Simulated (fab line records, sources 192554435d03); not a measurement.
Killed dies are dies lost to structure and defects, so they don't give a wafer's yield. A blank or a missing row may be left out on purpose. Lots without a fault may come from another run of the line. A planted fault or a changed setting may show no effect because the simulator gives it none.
Which tool did it? | flow n5_finfet | 9 lots, 24 wafers sampled, at 4 steps of a route of 1938

WHAT THE GAUGES READ, wafer by wafer
N5_BEOL_M3_OCD_MEAS_38.
lot  | measured     | on     | trench_depth_nm (nm)
L907 | day 7 20:51  | ocd-02 | 55.8 56.4 57.0
L908 | day 7 21:30  | ocd-01 | 54.5 55.4 56.2
L912 | day 9 06:41  | ocd-02 | 54.8 54.6 54.1
L910 | day 9 06:48  | ocd-02 | 56.3 54.1 55.1
L918 | day 11 03:39 | ocd-01 | 54.7 54.0 55.4
L920 | day 11 11:58 | ocd-02 | 56.2 55.9 57.2
L921 | day 11 18:30 | ocd-02 | 56.9 45.1
L922 | day 12 01:16 | ocd-02 | 54.5 47.3
L923 | day 12 06:57 | ocd-02 | 54.2 47.4

WHICH TOOL RAN EACH LOT (tool, then ch and the chambers of the sampled wafers, then the start)
lot  | N5_BEOL_M3_ETCH_70                | N5_BEOL_M3_VIA_ETCH_34            | N5_BEOL_M3_TRENCH_ETCH_37
L907 | rie_diel-06 ch 0,2,3, day 7 20:29 | rie_diel-06 ch 0,2,3, day 7 20:35 | rie_diel-06 ch 0,2,3, day 7 20:41
L908 | rie_diel-06 ch 1,2,3, day 7 21:08 | rie_diel-06 ch 1,2,3, day 7 21:14 | rie_diel-06 ch 1,2,3, day 7 21:20
L912 | rie_diel-06 ch 0,1,3, day 9 06:20 | rie_diel-06 ch 0,1,3, day 9 06:26 | rie_diel-06 ch 0,1,3, day 9 06:32
L910 | rie_diel-03 ch 0,1,2, day 9 06:27 | rie_diel-03 ch 0,1,2, day 9 06:33 | rie_diel-03 ch 0,1,2, day 9 06:39
L918 | rie_diel-06 ch 1,3, day 11 03:17  | rie_diel-06 ch 1,3, day 11 03:23  | rie_diel-06 ch 1,3, day 11 03:29
L920 | rie_diel-01 ch 1,2, day 11 11:36  | rie_diel-01 ch 1,2, day 11 11:42  | rie_diel-01 ch 1,2, day 11 11:48
L921 | rie_diel-06 ch 1,2, day 11 18:09  | rie_diel-06 ch 1,2, day 11 18:15  | rie_diel-06 ch 1,2, day 11 18:21
L922 | rie_diel-06 ch 0,3, day 12 00:54  | rie_diel-06 ch 0,3, day 12 01:00  | rie_diel-06 ch 0,3, day 12 01:06
L923 | rie_diel-06 ch 0,3, day 12 06:35  | rie_diel-06 ch 0,3, day 12 06:41  | rie_diel-06 ch 0,3, day 12 06:47
- N5_BEOL_M3_ETCH_70: etches SOC in N2/H2, target depth 80 nm, overetch 16 nm, time 120 s.
- N5_BEOL_M3_VIA_ETCH_34: etches the open film in C4F6/O2, target depth 69.4 nm, time 65.9 s.
- N5_BEOL_M3_TRENCH_ETCH_37: etches SiOC in C4F6/O2, target depth 55.555 nm, time 29.2 s.

THE ANSWER, worked out from the rows above alone
Rule: what is usual is taken from the lots themselves. Put in order of their means at a reading, lots are off if they are a third of the lots or fewer, leave a main group of 4 or more, and stand apart from it by a gap of 3 or more times the standard deviation of the main group's means; of several such gaps the widest counts. A main group whose means are all the same, to the digits that the tables above print for the reading, isn't used. A lot without any number at a reading at which 4 lots or more have one is off too. The other lots that the step has rows for count as sound.
Off: L921, L922, L923, at N5_BEOL_M3_OCD_MEAS_38 (trench_depth_nm). The main group: mean 55.4 nm, standard deviation 0.75.
A tool fits if, at a process step before that reading, it ran every lot that is off, and no sound lot after the first of them. The gauges at N5_BEOL_M3_OCD_MEAS_38 are tried like those tools. Can't be told from this: 2 tools fit, rie_diel-06 at N5_BEOL_M3_ETCH_70 and N5_BEOL_M3_VIA_ETCH_34 and N5_BEOL_M3_TRENCH_ETCH_37, ocd-02 at N5_BEOL_M3_OCD_MEAS_38.

WHAT THE SIMULATOR HAD PUT IN
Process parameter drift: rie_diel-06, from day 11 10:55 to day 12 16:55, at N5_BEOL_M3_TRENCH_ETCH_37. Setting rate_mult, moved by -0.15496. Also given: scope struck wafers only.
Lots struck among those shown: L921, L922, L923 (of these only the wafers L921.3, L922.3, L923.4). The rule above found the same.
